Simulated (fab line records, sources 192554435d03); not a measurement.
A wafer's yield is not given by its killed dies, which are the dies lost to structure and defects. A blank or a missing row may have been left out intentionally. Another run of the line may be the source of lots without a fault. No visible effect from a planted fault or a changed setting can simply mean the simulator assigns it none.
A lot that was struck, set against a sound lot ; flow n5Finfet ; 15 out of 1938 route steps
Sound: the wafers L663.3, L663.4, L663.6. The struck wafers were L669.1, L669.2, L669.5. The cause comes at the end.
Per side, at each step with rows, come the tool, then ch with its chambers, and then its first start. Under that, the readings that differ: sound wafers ; struck wafers ; difference of the means ; sigmas: that difference in standard deviations of wafers without a fault.
alike: same words and numbers on both sides, and readings whose means sit less than 2 such deviations apart. not compared: any withheld reading, any reading some wafer has no value for, any bound like >300 that may hide the same value, and any number with overlapping values for which the record gives no deviation.
Wherever a step has rows on one side only, a row that says differs or no value, or a row with sigmas, the two part there. Numbers that don't overlap but have no deviation are shown without sigmas and don't part them. A reading that every wafer of one side lacks parts them only if that side has two wafers or more.

N5_BEOL_M8_TRENCH_ETCH_37: etches SiCOH lowk in C4F6/O2, target depth 93.478 nm, time 31.2 s.
  sound on rieDiel-05 ch 0,2,3; struck on rieDiel-04 ch 0,2
reading;sound;struck;difference;sigmas
rfVppV (V);654 654 649;706 683 704;+45;+2
  alike: drypumpMotorCurrentA, oes_ar_750_au, oes_f_703_au, oesProductAu, showerheadPlenumPTorr, throttleValvePct
  not compared: rfHoursCounterH
N5_BEOL_M8_ETCH_41: etches SiCN in CH3F/O2, target depth 31.9 nm, time 57.8 s.
  sound on rieDiel-05 ch 0,2,3; struck on rieDiel-04 ch 0,2
reading;sound;struck;difference;sigmas
oesProductAu (a.u.);0.70 0.77 0.70;0.92 0.87 0.92;+0.18;+2
  alike: drypumpMotorCurrentA, rfVppV, showerheadPlenumPTorr, throttleValvePct
  not compared: rfHoursCounterH
then, 1 step without rows for these wafers: N5_BEOL_M8_STRIP_80 (strips in N2/H2, time 10 s).
N5_BEOL_M8_OCD_MEAS_38:
  sound on ocd-02 at day 9 18:19; struck on ocd-01 at day 11 11:44
  alike: trenchDepthNm
then, 4 steps without rows for these wafers: N5_BEOL_M8_HM_STRIP_39 (strips TiN in peroxide tin strip, target depth 25 nm, time 158 s); N5_BEOL_M8_SRD_40 (time 30 s); N5_BEOL_M8_PRECLEAN_42 (cleans in residue remover, time 60 s); N5_BEOL_M8_SRD_43 (time 30 s).
N5_BEOL_M8_CD_MEAS_35 targets a cd of 40 nm.
  sound on cdSem-01 at day 9 18:28; struck on cdSem-02 at day 11 11:53
  alike: cdNm
N5_BEOL_M8_CURE_75: cures SiCOH lowk, time 120 s.
  sound on uvCure-01 ch 1, day 9 18:37; struck on uvCure-03 ch 1, day 11 11:56
  alike: lampPowerPct, wafer_temp_C_max
then, 1 step without rows for these wafers: N5_BEOL_M8_DEGAS_44 (time 60 s).
N5_BEOL_M8_PRE_CLEAN_45: time 30 s.
  sound on pvdSputter-03 at day 9 18:56; struck on pvdSputter-03 at day 11 12:30
  alike: heaterPowerW, susceptorTempC
N5_BEOL_M8_ALD_77: deposits TaN, target thk 2 nm, pulse time 2 s, purge time 3 s.
  sound on aldMetal-02 ch 0,1,2, day 9 19:00; struck on aldMetal-02 ch 1,2,3, day 11 12:39
reading;sound;struck;difference;sigmas
susceptorTempC (C);274.95 275.14 274.80;258.45 258.62 258.63;-16.40;-91
  alike: heaterPowerOuterW, heaterPowerW
N5_BEOL_M8_SURFACE_TREAT_79:
  sound on pvdSputter-02 at day 9 20:40; struck on pvdSputter-02 at day 11 13:10
  not compared: throttleValvePct
-- record jumps: 3 days separate the struck wafers' starts on either side; left off in module BEOL_M8, taken up again in module PASSIVATION, whose first shown step is the route's number 1936 --
N5_PASSIVATION_PROBE_49:
  sound on prober-02 at day 12 21:25; struck on prober-02 at day 14 05:34
reading;sound;struck;difference;sigmas
killed_at_M0_to_M3;61 49 52;28 34 21;-26;-2
killedShort;40 49 46;35 26 26;-16;-2
  alike: defectLimitedYield, killed_at_M4_up, killedAtContacts, killedAtFrontEnd, killedAtOther, killedDies, killedOnRim, killedOpen, sort_bin_5_function, sort_bin_6_memory, sort_bin_8_speed, sortNPass, sortYieldPct

WHERE THEY PART
Earliest at N5_BEOL_M8_TRENCH_ETCH_37; latest, in this record, at N5_PASSIVATION_PROBE_49.

WHY: whatever the simulator had introduced
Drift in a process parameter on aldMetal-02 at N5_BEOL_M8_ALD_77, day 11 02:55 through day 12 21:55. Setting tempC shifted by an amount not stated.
